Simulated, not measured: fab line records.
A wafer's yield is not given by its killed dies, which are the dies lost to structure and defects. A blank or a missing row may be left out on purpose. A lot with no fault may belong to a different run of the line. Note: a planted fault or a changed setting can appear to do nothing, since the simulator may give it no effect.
fab line records + flow nand-harc
record:
- lots: 14
- wafers: 42
- last-day: 33
route steps=1302 shown HYBRID_BOND@1243 THIN_TSV@1245 END@1302
lots untouched by any fault: they come from a run of this same line in which no faults occurred
start-h: start of the lot's first displayed wafer, in hours after the record's first day + wait-h: hours from the lot's prior step to this one + " identical to the entry in the row above + L1.1+2: one row covering several wafers at once + - either no value or no given start + * or withheld: withheld + < > ~ a bound
route shown NAME@n: NAME is a module with steps in the file, n the number in the route of the first one + usual: average and standard deviation across the fault-free wafers + same: alike in all rows + chamber/n: place in a boat + sites: the reading at each site + _std_site: standard deviation of those values + _edge_site: mean of outer sites minus mean of inner sites + radius-mm: for every site, how far away it sits from the centre of the wafer + mask NAME#n: copy n + behind: tool/chamber where the wafer was last shaped + hold: the reason the lot was held/the length of the hold in hours/how it ended + device: the transistor (n, p or np) that didn't switch + end of line: the tests these same wafers got at the end of their route + for a step that has no rows: nothing shown but its recipe + killed: dies lost to structure and defects at the first sort, not the wafer's yield + map: dies across one wafer; x = killed, . = not, _ = none there
set.NAME: the setting that was run; set.NAME@STEP: the one run at that earlier step + model.NAME: the simulator's own value behind a step, which no gauge read
the route's steps for a sample of lots (tables are steps, rows are wafers)
services: a tool's chamber out of use, with start hour (start-h, from the record's first day; less than 0 if before it), hours out, and reason
== steps ==
step: NHARC_HYBRID_BOND_INSPECT_06
recipe:
- inspect-instrument: ir-void
usual:
- raw-defect-count: 84/36
| lot.wafer | tool              | chamber | start-h | wait-h | raw-defect-count |
|-----------|-------------------|---------|---------|--------|------------------|
| L488.2    | defect-inspect-01 | -       | 559.76  | 0.1    | 38               |
| L488.4    | "                 | -       | "       | "      | 27               |
| L488.6    | "                 | -       | "       | "      | 22               |
| L487.1    | defect-inspect-02 | -       | 563.89  | 0.0    | 120              |
| L487.2    | "                 | -       | "       | "      | 108              |
| L487.6    | "                 | -       | "       | "      | 84               |
| L490.2    | defect-inspect-01 | -       | 570.78  | 0.1    | 172              |
| L490.3    | "                 | -       | "       | "      | 154              |
| L490.4    | "                 | -       | "       | "      | 156              |
| L491.2    | defect-inspect-01 | -       | 588.41  | 0.1    | 68               |
| L491.4    | "                 | -       | "       | "      | 73               |
| L491.6    | "                 | -       | "       | "      | 78               |
| L492.2    | defect-inspect-01 | -       | 605.32  | 0.1    | 112              |
| L492.5    | "                 | -       | "       | "      | 116              |
| L492.6    | "                 | -       | "       | "      | 113              |
| L493.1    | defect-inspect-02 | -       | 612.54  | 0.0    | 119              |
| L493.5    | "                 | -       | "       | "      | 111              |
| L493.6    | "                 | -       | "       | "      | 131              |
| L494.1    | defect-inspect-01 | -       | 612.54  | 0.0    | 101              |
| L494.4    | "                 | -       | "       | "      | 84               |
| L494.6    | "                 | -       | "       | "      | 91               |
| L497.2    | defect-inspect-01 | -       | 655.96  | 0.1    | 88               |
| L497.4    | "                 | -       | "       | "      | 101              |
| L497.5    | "                 | -       | "       | "      | 85               |
| L496.1    | defect-inspect-01 | -       | 663.02  | 0.1    | 30               |
| L496.3    | "                 | -       | "       | "      | 24               |
| L496.5    | "                 | -       | "       | "      | 33               |
| L500.2    | defect-inspect-01 | -       | 683.71  | 0.1    | 56               |
| L500.4    | "                 | -       | "       | "      | 79               |
| L500.6    | "                 | -       | "       | "      | 72               |
| L506.1    | defect-inspect-02 | -       | 736.05  | 0.0    | 81               |
| L506.4    | "                 | -       | "       | "      | 66               |
| L506.5    | "                 | -       | "       | "      | 81               |
| L504.4    | defect-inspect-01 | -       | 741.00  | 0.1    | 88               |
| L504.5    | "                 | -       | "       | "      | 101              |
| L504.6    | "                 | -       | "       | "      | 95               |
| L508.1    | defect-inspect-01 | -       | 759.04  | 0.0    | 62               |
| L508.3    | "                 | -       | "       | "      | 57               |
| L508.6    | "                 | -       | "       | "      | 76               |
| L509.2    | defect-inspect-02 | -       | 770.39  | 0.1    | 26               |
| L509.4    | "                 | -       | "       | "      | 19               |
| L509.5    | "                 | -       | "       | "      | 14               |
step: NHARC_THIN_TSV_CMP_01
recipe:
- target-thk-um: 3
usual:
- motor-current-A: 11.9/1.4
| lot.wafer | tool   | chamber | start-h | wait-h | motor-current-A |
|-----------|--------|---------|---------|--------|-----------------|
| L488.4    | cmp-01 | 3       | 561.12  | 0.4    | 10.4            |
| L488.2    | "      | 2       | "       | "      | 12.2            |
| L488.6    | "      | 0       | "       | "      | 11.0            |
| L487.1    | cmp-01 | 0       | 565.25  | 1.0    | 10.4            |
| L487.2    | "      | 2       | "       | "      | 12.3            |
| L487.6    | "      | 0       | "       | "      | 10.5            |
| L490.4    | cmp-01 | 3       | 573.32  | 0.4    | 11.5            |
| L490.2    | "      | 0       | "       | "      | 10.1            |
| L490.3    | "      | 2       | "       | "      | 11.9            |
| L491.2    | cmp-03 | 2       | 589.80  | 0.8    | 12.2            |
| L491.4    | "      | 0       | "       | "      | 10.6            |
| L491.6    | "      | 3       | "       | "      | 10.9            |
| L492.2    | cmp-01 | 3       | 606.69  | 0.8    | 12.0            |
| L492.5    | "      | 3       | "       | "      | 11.5            |
| L492.6    | "      | 0       | "       | "      | 10.3            |
| L493.1    | cmp-04 | 0       | 613.93  | 1.0    | 12.9            |
| L493.5    | "      | 0       | "       | "      | 11.9            |
| L493.6    | "      | 1       | "       | "      | 12.0            |
| L494.1    | cmp-03 | 0       | 615.17  | 1.1    | 10.8            |
| L494.4    | "      | 1       | "       | "      | 14.6            |
| L494.6    | "      | 2       | "       | "      | 11.4            |
| L497.4    | cmp-04 | 2       | 657.34  | 0.4    | 9.9             |
| L497.2    | "      | 1       | "       | "      | 11.8            |
| L497.5    | "      | 3       | "       | "      | 12.6            |
| L496.1    | cmp-04 | 2       | 666.79  | 1.0    | 9.9             |
| L496.3    | "      | 1       | "       | "      | 11.6            |
| L496.5    | "      | 2       | "       | "      | 10.5            |
| L500.4    | cmp-01 | 0       | 686.32  | 0.5    | 10.5            |
| L500.2    | "      | 3       | "       | "      | 11.2            |
| L500.6    | "      | 1       | "       | "      | 14.9            |
| L506.4    | cmp-04 | 2       | 737.45  | 0.4    | 9.9             |
| L506.1    | "      | 1       | "       | "      | 11.4            |
| L506.5    | "      | 2       | "       | "      | 10.4            |
| L504.4    | cmp-01 | 2       | 747.90  | 0.5    | 12.5            |
| L504.6    | "      | 0       | "       | "      | 10.9            |
| L504.5    | "      | 1       | "       | "      | 15.8            |
| L508.3    | cmp-04 | 0       | 760.44  | 0.6    | 13.1            |
| L508.1    | "      | 2       | "       | "      | 9.8             |
| L508.6    | "      | 3       | "       | "      | 12.7            |
| L509.2    | cmp-03 | 1       | 771.79  | 0.9    | 14.2            |
| L509.4    | "      | 3       | "       | "      | 10.7            |
| L509.5    | "      | 1       | "       | "      | 13.9            |
step: NHARC_THIN_TSV_EXPOSE_09
recipe:
- na: 0.55
- dose-mj: 30.7
- mask-id: TSV
usual:
- exposure-dose-mJ-cm2: 30.70/0.033
same:
- na: 0.55
| lot.wafer | tool           | chamber | start-h | wait-h | mask  | exposure-dose-mJ-cm2 |
|-----------|----------------|---------|---------|--------|-------|----------------------|
| L488.2    | krf-scanner-02 | 0       | 562.16  | -      | TSV#0 | 30.69                |
| L488.4    | "              | 0       | "       | "      | TSV#0 | 30.73                |
| L488.6    | "              | 0       | "       | "      | TSV#0 | 30.69                |
| L487.1    | krf-scanner-04 | 0       | 566.42  | -      | TSV#0 | 30.70                |
| L487.2    | "              | 0       | "       | "      | TSV#0 | 30.71                |
| L487.6    | "              | 0       | "       | "      | TSV#0 | 30.70                |
| L490.2    | krf-scanner-04 | 0       | 574.49  | -      | TSV#0 | 30.69                |
| L490.3    | "              | 0       | "       | "      | TSV#0 | 30.66                |
| L490.4    | "              | 0       | "       | "      | TSV#0 | 30.72                |
| L491.2    | krf-scanner-04 | 0       | 590.87  | -      | TSV#0 | 30.71                |
| L491.4    | "              | 0       | "       | "      | TSV#0 | 30.71                |
| L491.6    | "              | 0       | "       | "      | TSV#0 | 30.68                |
| L492.2    | krf-scanner-02 | 0       | 607.86  | -      | TSV#0 | 30.69                |
| L492.5    | "              | 0       | "       | "      | TSV#0 | 30.71                |
| L492.6    | "              | 0       | "       | "      | TSV#0 | 30.70                |
| L493.1    | krf-scanner-02 | 0       | 614.96  | -      | TSV#0 | 30.67                |
| L493.5    | "              | 0       | "       | "      | TSV#0 | 30.72                |
| L493.6    | "              | 0       | "       | "      | TSV#0 | 30.64                |
| L494.1    | krf-scanner-01 | 0       | 616.28  | -      | TSV#0 | 30.70                |
| L494.4    | "              | 0       | "       | "      | TSV#0 | 30.68                |
| L494.6    | "              | 0       | "       | "      | TSV#0 | 30.68                |
| L497.2    | krf-scanner-02 | 0       | 658.51  | -      | TSV#0 | 30.74                |
| L497.4    | "              | 0       | "       | "      | TSV#0 | 30.73                |
| L497.5    | "              | 0       | "       | "      | TSV#0 | 30.73                |
| L496.1    | krf-scanner-02 | 0       | 667.95  | -      | TSV#0 | 30.73                |
| L496.3    | "              | 0       | "       | "      | TSV#0 | 30.70                |
| L496.5    | "              | 0       | "       | "      | TSV#0 | 30.69                |
| L500.2    | krf-scanner-02 | 0       | 687.48  | -      | TSV#0 | 30.73                |
| L500.4    | "              | 0       | "       | "      | TSV#0 | 30.66                |
| L500.6    | "              | 0       | "       | "      | TSV#0 | 30.67                |
| L506.1    | krf-scanner-01 | 0       | 738.61  | -      | TSV#0 | 31.58                |
| L506.4    | "              | 0       | "       | "      | TSV#0 | 31.60                |
| L506.5    | "              | 0       | "       | "      | TSV#0 | 31.55                |
| L504.4    | krf-scanner-02 | 0       | 749.02  | -      | TSV#0 | 30.67                |
| L504.5    | "              | 0       | "       | "      | TSV#0 | 30.72                |
| L504.6    | "              | 0       | "       | "      | TSV#0 | 30.68                |
| L508.1    | krf-scanner-01 | 0       | 761.57  | -      | TSV#0 | 31.47                |
| L508.3    | "              | 0       | "       | "      | TSV#0 | 31.41                |
| L508.6    | "              | 0       | "       | "      | TSV#0 | 31.45                |
| L509.2    | krf-scanner-02 | 0       | 772.93  | -      | TSV#0 | 30.71                |
| L509.4    | "              | 0       | "       | "      | TSV#0 | 30.69                |
| L509.5    | "              | 0       | "       | "      | TSV#0 | 30.75                |
step: NHARC_THIN_TSV_ETCH_15
recipe:
- target-depth-a: 30000
- bosch-target-overetch-cycles: 2
- bosch-etch-step-s: 2.8
- bosch-dep-step-s: 1.2
- bosch-cycles: 14
usual:
- drypump-motor-current-A: 6.0/0.49
| lot.wafer | tool      | chamber | start-h | wait-h | drypump-motor-current-A | rf-hours-counter-h |
|-----------|-----------|---------|---------|--------|-------------------------|--------------------|
| L488.4    | rie-si-06 | 3       | 563.13  | -      | 6.5                     | 1.0                |
| L488.2    | "         | 2       | "       | "      | 6.5                     | 1.0                |
| L488.6    | "         | 0       | "       | "      | 6.3                     | -                  |
| L487.2    | rie-si-04 | 2       | 567.41  | -      | 6.5                     | 0.2                |
| L487.1    | "         | 3       | "       | "      | 5.3                     | 0.2                |
| L487.6    | "         | 2       | "       | "      | 6.5                     | -                  |
| L490.3    | rie-si-06 | 3       | 575.46  | -      | 6.5                     | 1.1                |
| L490.2    | "         | 1       | "       | "      | 5.6                     | 0.7                |
| L490.4    | "         | 2       | "       | "      | 6.6                     | 1.1                |
| L491.2    | rie-si-04 | 1       | 591.85  | -      | 5.7                     | 0.4                |
| L491.4    | "         | 2       | "       | "      | 6.5                     | 0.4                |
| L491.6    | "         | 1       | "       | "      | 5.7                     | -                  |
| L492.2    | rie-si-04 | 0       | 608.84  | -      | 6.4                     | 0.5                |
| L492.6    | "         | 3       | "       | "      | 5.3                     | -                  |
| L492.5    | "         | 2       | "       | "      | 6.5                     | -                  |
| L493.1    | rie-si-06 | 3       | 615.94  | -      | 6.5                     | 0                  |
| L493.6    | "         | 3       | "       | "      | 6.4                     | -                  |
| L493.5    | "         | 0       | "       | "      | 6.3                     | -                  |
| L494.1    | rie-si-06 | 2       | 617.42  | -      | 6.5                     | 0.0                |
| L494.4    | "         | 0       | "       | "      | 6.3                     | 0.0                |
| L494.6    | "         | 2       | "       | "      | 6.5                     | -                  |
| L497.2    | rie-si-02 | 3       | 659.49  | -      | 5.5                     | 0.1                |
| L497.4    | "         | 0       | "       | "      | 5.4                     | 0.1                |
| L497.5    | "         | 0       | "       | "      | 5.4                     | -                  |
| L496.1    | rie-si-06 | 1       | 668.94  | -      | 5.5                     | 0.3                |
| L496.3    | "         | 2       | "       | "      | 6.5                     | 0.4                |
| L496.5    | "         | 1       | "       | "      | 5.5                     | -                  |
| L500.2    | rie-si-04 | 3       | 688.60  | -      | 5.3                     | 0.9                |
| L500.4    | "         | 1       | "       | "      | 5.7                     | 0.8                |
| L500.6    | "         | 2       | "       | "      | 6.5                     | -                  |
| L506.4    | rie-si-02 | 2       | 739.60  | -      | 5.3                     | 0.5                |
| L506.1    | "         | 0       | "       | "      | 5.4                     | 0.6                |
| L506.5    | "         | 1       | "       | "      | 5.8                     | -                  |
| L504.5    | rie-si-04 | 0       | 750.02  | -      | 6.4                     | -                  |
| L504.6    | "         | 2       | "       | "      | 6.6                     | -                  |
| L504.4    | "         | 3       | "       | "      | 5.3                     | -                  |
| L508.1    | rie-si-04 | 2       | 762.55  | -      | 6.5                     | 0.3                |
| L508.3    | "         | 3       | "       | "      | 5.2                     | 0.3                |
| L508.6    | "         | 2       | "       | "      | 6.6                     | -                  |
| L509.2    | rie-si-02 | 3       | 773.92  | -      | 5.5                     | 0.9                |
| L509.4    | "         | 0       | "       | "      | 5.4                     | 0.9                |
| L509.5    | "         | 2       | "       | "      | 5.4                     | -                  |
step: NHARC_END_SORT_01
recipe:
- temp-c: 25
usual:
- defect-limited-yield: 91/3
- killed-at-array: 55/20
- killed-at-other: 1.2/1.3
- killed-at-periphery: 4.0/3
- killed-dies: 60/21
- killed-open: 3.2/1.9
- killed-short: 2.5/1.6
same:
- gross-dies: 677
| lot.wafer | tool      | chamber | start-h | wait-h | defect-limited-yield[%] | killed-at-array | killed-at-other | killed-at-periphery | killed-dies | killed-open | killed-short |
|-----------|-----------|---------|---------|--------|-------------------------|-----------------|-----------------|---------------------|-------------|-------------|--------------|
| L488.2    | prober-02 | 0       | 578.05  | 2.8    | 95                      | 31              | 0               | 2                   | 33          | 3           | 1            |
| L488.4    | prober-02 | 0       | 579.64  | 3.4    | 95                      | 26              | 0               | 6                   | 32          | 5           | 2            |
| L488.6    | prober-02 | 0       | 581.23  | 4.0    | 96                      | 22              | 0               | 2                   | 24          | 3           | 1            |
| L487.1    | prober-01 | 0       | 583.59  | 2.5    | 88                      | 73              | 0               | 5                   | 78          | 3           | 4            |
| L487.2    | prober-01 | 0       | 584.39  | 2.8    | 89                      | 68              | 2               | 3                   | 73          | 3           | 2            |
| L487.6    | prober-01 | 0       | 587.57  | 4.0    | 91                      | 57              | 2               | 2                   | 61          | 3           | 3            |
| L491.2    | prober-02 | 0       | 606.74  | 2.8    | 90                      | 61              | 4               | 1                   | 66          | 4           | 5            |
| L491.4    | prober-02 | 0       | 608.32  | 3.4    | 92                      | 52              | 1               | 0                   | 53          | 6           | 0            |
| L491.6    | prober-02 | 0       | 609.90  | 4.0    | 91                      | 55              | 2               | 3                   | 60          | 4           | 2            |
| L492.2    | prober-01 | 0       | 623.75  | 2.8    | 90                      | 65              | 0               | 4                   | 69          | 2           | 2            |
| L492.5    | prober-01 | 0       | 626.15  | 3.7    | 89                      | 72              | 0               | 0                   | 72          | 1           | 1            |
| L492.6    | prober-01 | 0       | 626.94  | 4.0    | 89                      | 70              | 1               | 1                   | 72          | 1           | 1            |
| L494.1    | prober-01 | 0       | 630.70  | 2.5    | 87                      | 72              | 5               | 8                   | 85          | 6           | 3            |
| L494.4    | prober-01 | 0       | 633.12  | 3.4    | 90                      | 63              | 0               | 3                   | 66          | 1           | 2            |
| L494.6    | prober-01 | 0       | 634.73  | 4.0    | 88                      | 75              | 0               | 6                   | 81          | 5           | 6            |
| L496.1    | prober-02 | 0       | 684.69  | 2.5    | 95                      | 30              | 2               | 5                   | 37          | 3           | 5            |
| L496.3    | prober-02 | 0       | 686.30  | 3.1    | 96                      | 21              | 2               | 3                   | 26          | 3           | 1            |
| L496.5    | prober-02 | 0       | 687.91  | 3.7    | 95                      | 24              | 2               | 9                   | 35          | 4           | 2            |
| L500.2    | prober-01 | 0       | 702.32  | 2.8    | 93                      | 38              | 1               | 6                   | 45          | 6           | 2            |
| L500.4    | prober-01 | 0       | 703.93  | 3.4    | 92                      | 50              | 1               | 5                   | 56          | 6           | 3            |
| L500.6    | prober-01 | 0       | 705.54  | 4.0    | 93                      | 47              | 0               | 2                   | 49          | 2           | 4            |
| L508.1    | prober-02 | 0       | 776.67  | 2.5    | 93                      | 44              | 0               | 2                   | 46          | 3           | 2            |
| L508.3    | prober-02 | 0       | 778.26  | 3.1    | 92                      | 49              | 1               | 2                   | 52          | 1           | 0            |
| L508.6    | prober-02 | 0       | 780.66  | 4.0    | 92                      | 55              | 0               | 2                   | 57          | 4           | 7            |
killed by level:class
L488.2 A_CONTACT:chamber-film-flake=10 A_CHANNEL_HOLE_D2:chamber-film-flake=9 A_STAIRCASE:chamber-film-flake=5 A_DECK1_JOINT:chamber-film-flake=2 P_M0:geometric-particle:open=1 A_ONON_D2:geometric-particle:short=1 A_CHANNEL_FILL_D2:geometric-particle:open=1 A_M0:geometric-particle:open=1
L488.4 A_CONTACT:chamber-film-flake=9 A_CHANNEL_HOLE_D2:chamber-film-flake=8 A_CHANNEL_HOLE_D1:chamber-film-flake=4 P_CONTACT:geometric-particle:open=2 P_M0:geometric-particle:open=2 P_M2:chamber-film-flake=2 A_SOURCE_PLATE:geometric-particle:open=1 A_DECK1_JOINT:geometric-particle:short=1
L488.6 A_CHANNEL_HOLE_D2:chamber-film-flake=9 A_CONTACT:chamber-film-flake=6 A_CONTACT:geometric-particle:open=2 A_DECK1_JOINT:chamber-film-flake=2 P_CONTACT:geometric-particle:open=1 A_BLC:geometric-particle:short=1 P_M2:chamber-film-flake=1 A_CHANNEL_FILL_D1:chamber-film-flake=1
L487.1 A_CHANNEL_HOLE_D2:chamber-film-flake=33 A_SLIT:chamber-film-flake=26 P_M2:chamber-film-flake=3 A_CONTACT:chamber-film-flake=3 A_CHANNEL_HOLE_D1:chamber-film-flake=2 A_ONON_D1:geometric-particle:short=1 A_CHANNEL_FILL_D1:geometric-particle:open=1 A_SGD_CUT:geometric-particle:short=1
L487.2 A_CHANNEL_HOLE_D2:chamber-film-flake=38 A_SLIT:chamber-film-flake=21 A_CHANNEL_HOLE_D1:chamber-film-flake=3 P_GATE:chamber-film-flake=2 THIN_TSV:chamber-film-flake=2 P_STI:geometric-particle:open=1 A_CHANNEL_FILL_D1:geometric-particle:short=1 A_CHANNEL_FILL_D1:geometric-particle:open=1
L487.6 A_CHANNEL_HOLE_D2:chamber-film-flake=31 A_SLIT:chamber-film-flake=20 HYBRID_BOND:chamber-film-flake=2 P_M0:geometric-particle:open=1 A_ONON_D1:geometric-particle:open=1 A_CHANNEL_FILL_D1:geometric-particle:short=1 A_DECK1_JOINT:geometric-particle:open=1 A_ONON_D2:geometric-particle:short=1
L491.2 A_CHANNEL_HOLE_D1:chamber-film-flake=35 A_CHANNEL_HOLE_D2:chamber-film-flake=11 THIN_TSV:chamber-film-flake=4 A_ONON_D1:geometric-particle:short=2 A_CHANNEL_FILL_D1:chamber-film-flake=2 A_CONTACT:chamber-film-flake=2 A_M1:chamber-film-flake=2 P_CONTACT:geometric-particle:open=1
L491.4 A_CHANNEL_HOLE_D1:chamber-film-flake=27 A_CHANNEL_HOLE_D2:chamber-film-flake=11 A_BLC:geometric-particle:open=2 A_M0:geometric-particle:open=2 A_CHANNEL_FILL_D1:chamber-film-flake=2 A_CHANNEL_FILL_D2:geometric-particle:open=1 A_SGD_CUT:geometric-particle:open=1 A_DECK1_JOINT:chamber-film-flake=1
L491.6 A_CHANNEL_HOLE_D1:chamber-film-flake=31 A_CHANNEL_HOLE_D2:chamber-film-flake=17 A_SLIT:chamber-film-flake=2 THIN_TSV:chamber-film-flake=2 P_GATE:geometric-particle:open=1 P_M1:geometric-particle:open=1 A_SGD_CUT:geometric-particle:open=1 A_WL_FILL:geometric-particle:short=1
L492.2 A_CHANNEL_HOLE_D1:chamber-film-flake=29 A_CHANNEL_HOLE_D2:chamber-film-flake=29 A_CONTACT:chamber-film-flake=3 P_ZERO_WELL:chamber-film-flake=2 A_M0:chamber-film-flake=2 P_CONTACT:geometric-particle:open=1 P_M0:geometric-particle:open=1 A_CHANNEL_FILL_D2:geometric-particle:short=1
L492.5 A_CHANNEL_HOLE_D1:chamber-film-flake=35 A_CHANNEL_HOLE_D2:chamber-film-flake=29 A_M0:chamber-film-flake=4 A_ONON_D2:geometric-particle:open=1 A_WL_FILL:geometric-particle:short=1 A_DECK1_JOINT:chamber-film-flake=1 A_M1:chamber-film-flake=1
L492.6 A_CHANNEL_HOLE_D2:chamber-film-flake=34 A_CHANNEL_HOLE_D1:chamber-film-flake=30 A_M0:chamber-film-flake=2 P_M0:geometric-particle:open=1 A_WL_FILL:geometric-particle:short=1 A_SGD_CUT:chamber-film-flake=1 A_SLIT:chamber-film-flake=1 A_WL_FILL:chamber-film-flake=1
L494.1 A_CHANNEL_HOLE_D1:chamber-film-flake=37 A_CHANNEL_HOLE_D2:chamber-film-flake=17 THIN_TSV:chamber-film-flake=5 A_CHANNEL_FILL_D2:geometric-particle:open=3 A_CONTACT:chamber-film-flake=3 P_ZERO_WELL:chamber-film-flake=2 P_M1:chamber-film-flake=2 P_BONDPAD:chamber-film-flake=2
L494.4 A_CHANNEL_HOLE_D1:chamber-film-flake=32 A_CHANNEL_HOLE_D2:chamber-film-flake=14 A_CHANNEL_FILL_D1:chamber-film-flake=3 A_SGD_CUT:chamber-film-flake=3 A_CONTACT:chamber-film-flake=3 A_DECK1_JOINT:chamber-film-flake=2 A_WL_FILL:chamber-film-flake=2 P_M0:geometric-particle:short=1
L494.6 A_CHANNEL_HOLE_D1:chamber-film-flake=32 A_CHANNEL_HOLE_D2:chamber-film-flake=15 A_WL_FILL:chamber-film-flake=6 A_CONTACT:chamber-film-flake=4 A_SOURCE_PLATE:geometric-particle:open=2 P_BONDPAD:chamber-film-flake=2 A_CHANNEL_FILL_D1:chamber-film-flake=2 A_DECK1_JOINT:chamber-film-flake=2
L496.1 A_CHANNEL_HOLE_D2:chamber-film-flake=7 A_CHANNEL_HOLE_D1:chamber-film-flake=5 A_CONTACT:chamber-film-flake=4 A_CHANNEL_FILL_D1:geometric-particle:short=3 A_STAIRCASE:chamber-film-flake=3 A_SLIT:chamber-film-flake=3 A_WL_FILL:geometric-particle:short=2 P_STI:chamber-film-flake=2
L496.3 A_CHANNEL_HOLE_D1:chamber-film-flake=4 A_CHANNEL_HOLE_D2:chamber-film-flake=4 A_CONTACT:chamber-film-flake=4 A_SLIT:chamber-film-flake=3 P_STI:chamber-film-flake=2 A_STAIRCASE:chamber-film-flake=2 THIN_TSV:chamber-film-flake=2 A_CHANNEL_FILL_D1:geometric-particle:open=1
L496.5 A_CHANNEL_HOLE_D1:chamber-film-flake=8 A_SLIT:chamber-film-flake=6 P_STI:chamber-film-flake=5 A_CHANNEL_HOLE_D2:chamber-film-flake=2 THIN_TSV:chamber-film-flake=2 A_DECK1_JOINT:geometric-particle:open=1 A_CHANNEL_FILL_D2:geometric-particle:open=1 A_CHANNEL_FILL_D2:geometric-particle:short=1
L500.2 A_CHANNEL_HOLE_D2:chamber-film-flake=17 A_CHANNEL_HOLE_D1:chamber-film-flake=9 A_SLIT:chamber-film-flake=3 A_CHANNEL_FILL_D2:chamber-film-flake=2 A_STAIRCASE:chamber-film-flake=2 P_CONTACT:geometric-particle:open=1 P_CONTACT:geometric-particle:short=1 P_M0:geometric-particle:open=1
L500.4 A_CHANNEL_HOLE_D2:chamber-film-flake=15 A_CHANNEL_HOLE_D1:chamber-film-flake=9 A_CONTACT:chamber-film-flake=7 A_SLIT:chamber-film-flake=6 A_DECK1_JOINT:geometric-particle:open=2 P_GATE:chamber-film-flake=2 A_CHANNEL_FILL_D2:chamber-film-flake=2 P_CONTACT:geometric-particle:open=1
L500.6 A_CHANNEL_HOLE_D2:chamber-film-flake=18 A_CONTACT:chamber-film-flake=8 A_CHANNEL_HOLE_D1:chamber-film-flake=7 A_STAIRCASE:chamber-film-flake=5 A_SLIT:chamber-film-flake=3 P_CONTACT:geometric-particle:open=1 P_M0:geometric-particle:short=1 A_ONON_D1:geometric-particle:short=1
L508.1 A_CHANNEL_HOLE_D2:chamber-film-flake=30 A_SLIT:chamber-film-flake=7 P_M0:geometric-particle:open=2 A_CONTACT:chamber-film-flake=2 A_SOURCE_PLATE:geometric-particle:short=1 A_DECK1_JOINT:geometric-particle:open=1 A_CHANNEL_FILL_D2:geometric-particle:short=1 A_ZERO_WELL:chamber-film-flake=1
L508.3 A_CHANNEL_HOLE_D2:chamber-film-flake=34 A_SLIT:chamber-film-flake=10 A_CHANNEL_FILL_D1:chamber-film-flake=2 P_CONTACT:geometric-particle:open=1 P_CONTACT:chamber-film-flake=1 A_DECK1_JOINT:chamber-film-flake=1 A_CONTACT:chamber-film-flake=1 A_BLC:chamber-film-flake=1
L508.6 A_CHANNEL_HOLE_D2:chamber-film-flake=31 A_SLIT:chamber-film-flake=10 A_CHANNEL_FILL_D1:chamber-film-flake=2 A_CONTACT:chamber-film-flake=2 P_GATE:geometric-particle:short=1 A_ONON_D1:geometric-particle:short=1 A_CHANNEL_FILL_D1:geometric-particle:short=1 A_CHANNEL_FILL_D1:geometric-particle:open=1
== services ==
| tool           | chamber | start-h | hours | kind   |
|----------------|---------|---------|-------|--------|
| rie-si-04      | 2       | 547.13  | 1.2   | repair |
| rie-si-02      | 1       | 553.73  | 4.7   | repair |
| cmp-03         | -       | 554.00  | 4.0   | pm     |
| cmp-04         | -       | 558.53  | 2.8   | repair |
| rie-si-04      | -       | 562.15  | 0.2   | repair |
| cmp-01         | -       | 577.50  | 4.0   | pm     |
| krf-scanner-01 | -       | 578.26  | 1.1   | repair |
| cmp-04         | -       | 601.12  | 4.0   | pm     |
| rie-si-06      | -       | 603.00  | 9.0   | pm     |
| rie-si-04      | 1       | 606.66  | 24.3  | repair |
| cmp-01         | -       | 608.82  | 0.7   | repair |
| krf-scanner-02 | -       | 610.50  | 4.0   | pm     |
| rie-si-04      | 2       | 641.63  | 7.5   | repair |
| rie-si-06      | 1       | 642.11  | 10.2  | repair |
| cmp-01         | -       | 665.16  | 2.1   | repair |
| cmp-01         | -       | 675.50  | 4.0   | pm     |
| rie-si-04      | -       | 696.00  | 9.0   | pm     |
| cmp-04         | -       | 699.12  | 4.0   | pm     |
| rie-si-06      | 2       | 705.80  | 4.3   | repair |
| cmp-04         | -       | 738.65  | 1.9   | repair |
| rie-si-04      | 1       | 742.96  | 27.3  | repair |
| rie-si-04      | -       | 765.64  | 0.4   | repair |
| cmp-01         | -       | 773.50  | 4.0   | pm     |
| rie-si-04      | -       | 773.52  | 0.2   | repair |
== key ==
first-sign:
- step: NHARC_THIN_TSV_EXPOSE_09
- reading: exposure-dose-mJ-cm2
- direction: up
- sigmas: 25
- usual: 30.70
- struck: 31.51
effect none on later readings
met-at NHARC_THIN_TSV_EXPOSE_09
struck-lots L506,L508
loop-trim:
- step: NHARC_THIN_TSV_EXPOSE_09
- setting: dose
- lots: L508
not-acting-at NHARC_HYBRID_BOND_INSPECT_06,NHARC_THIN_TSV_CMP_01,NHARC_THIN_TSV_ETCH_15
onset-between 616.28 738.61
fault:
- kind: process-parameter-drift
- tool: krf-scanner-01
- chamber: -
- onset-h: 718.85
- steps: NHARC_THIN_TSV_EXPOSE_09
- channel: dose-mj
- offset: 0.8816
- shape: step
- acts-in: these-recipes-only
- stated: 30.7
loop-trim: a control loop set the setting to another value than it would have without faults
